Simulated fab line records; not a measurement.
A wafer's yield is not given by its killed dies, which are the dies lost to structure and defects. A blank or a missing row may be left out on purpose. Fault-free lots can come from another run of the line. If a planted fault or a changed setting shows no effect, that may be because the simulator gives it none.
Which tool did it? + flow n5 finfet + Sampling: 8 lots, 24 wafers, 5 of 1938 route steps

## WHAT EACH GAUGE READ, for each wafer
N5_BEOL_M4_RC_MEAS_101.
| lot  | measured     | on        | DIBL_N (mV/V)  |
|------|--------------|-----------|----------------|
| L651 | day 8 13:37  | prober-01 | 36.0 35.2 37.9 |
| L653 | day 9 21:58  | prober-02 | 35.7 34.6 36.0 |
| L654 | day 9 17:30  | prober-02 | 37.9 35.0 37.2 |
| L655 | day 9 22:27  | prober-01 | 36.3 34.1 36.1 |
| L658 | day 10 02:14 | prober-02 | 36.5 38.0 40.3 |
| L659 | day 10 04:45 | prober-01 | 37.7 35.5 35.9 |
| L664 | day 11 20:44 | prober-02 | 34.3 32.1 35.0 |
| L671 | day 13 18:07 | prober-01 | 38.1 36.0 34.3 |

## EACH LOT AND THE TOOL THAT RAN IT (in order: tool; ch and the chambers of the sampled wafers; start)
| lot  | N5_MOL_CONTACT_COAG_ETCH_47        | N5_MOL_CONTACT_COAG_DESCUM_45      | N5_MOL_CONTACT_COAG_ETCH_67        | N5_MOL_CONTACT_COAG_STRIP_72       |
|------|------------------------------------|------------------------------------|------------------------------------|------------------------------------|
| L651 | rie diel-01 ch 0,1,2, day 5 16:23  | rie diel-01 ch 2,3, day 5 17:06    | rie diel-02 ch 0,3, day 5 17:27    | rie diel-02 ch 0,3, day 5 17:41    |
| L653 | rie diel-01 ch 0,1,2, day 6 13:01  | rie diel-04 ch 0,1,3, day 6 14:01  | rie diel-02 ch 1,3, day 6 14:22    | rie diel-02 ch 1,3, day 6 14:37    |
| L654 | rie diel-02 ch 0,1,3, day 6 14:10  | rie diel-02 ch 0,1, day 6 14:57    | rie diel-02 ch 0,1,3, day 6 15:28  | rie diel-02 ch 0,1,3, day 6 15:42  |
| L655 | rie diel-01 ch 0,1,2, day 6 17:24  | rie diel-04 ch 0,2,3, day 6 18:15  | rie diel-04 ch 1,2,3, day 6 18:38  | rie diel-04 ch 1,2,3, day 6 18:52  |
| L658 | rie diel-01 ch 0,3, day 7 08:47    | rie diel-04 ch 0,1,3, day 7 09:28  | rie diel-01 ch 1,2,3, day 7 10:26  | rie diel-01 ch 1,2,3, day 7 10:41  |
| L659 | rie diel-01 ch 1,3, day 7 12:49    | rie diel-02 ch 2,3, day 7 13:29    | rie diel-04 ch 0,1,3, day 7 13:50  | rie diel-04 ch 0,1,3, day 7 14:04  |
| L664 | rie diel-01 ch 0,1,3, day 8 20:05  | rie diel-02 ch 1,2,3, day 8 20:46  | rie diel-01 ch 0,1,3, day 8 21:29  | rie diel-01 ch 0,1,3, day 8 21:44  |
| L671 | rie diel-04 ch 0,1,3, day 10 17:26 | rie diel-04 ch 1,2,3, day 10 18:13 | rie diel-04 ch 0,1,2, day 10 18:34 | rie diel-04 ch 0,1,2, day 10 18:48 |
- N5_MOL_CONTACT_COAG_ETCH_47: etches SiNx in CH3F/O2, stops on W, target depth 27 nm.
- N5_MOL_CONTACT_COAG_DESCUM_45: chemistry O2, time 7 s.
- N5_MOL_CONTACT_COAG_ETCH_67: etches SOC in N2/H2, target depth 60 nm, overetch 21 nm, time 101.2 s.
- N5_MOL_CONTACT_COAG_STRIP_72: strips in N2/H2.

## THE ANSWER, worked out from the rows above alone
Rule: what is usual is taken from the lots themselves. Put in order of their means at a reading, lots are off if they are a third of the lots or fewer, leave a main group of 4 or more, and stand apart from it by a gap of 3 or more times the standard deviation of the main group's means; of several such gaps the widest counts. A main group whose means are all the same, to the digits that the tables above print for the reading, isn't used. Also off: a lot with no number at a reading for which 4 or more lots have one. All remaining lots with rows at the step are treated as sound.
Nothing can be told from this: no lot is off at any reading shown.

## WHAT THE SIMULATOR HAD PUT IN
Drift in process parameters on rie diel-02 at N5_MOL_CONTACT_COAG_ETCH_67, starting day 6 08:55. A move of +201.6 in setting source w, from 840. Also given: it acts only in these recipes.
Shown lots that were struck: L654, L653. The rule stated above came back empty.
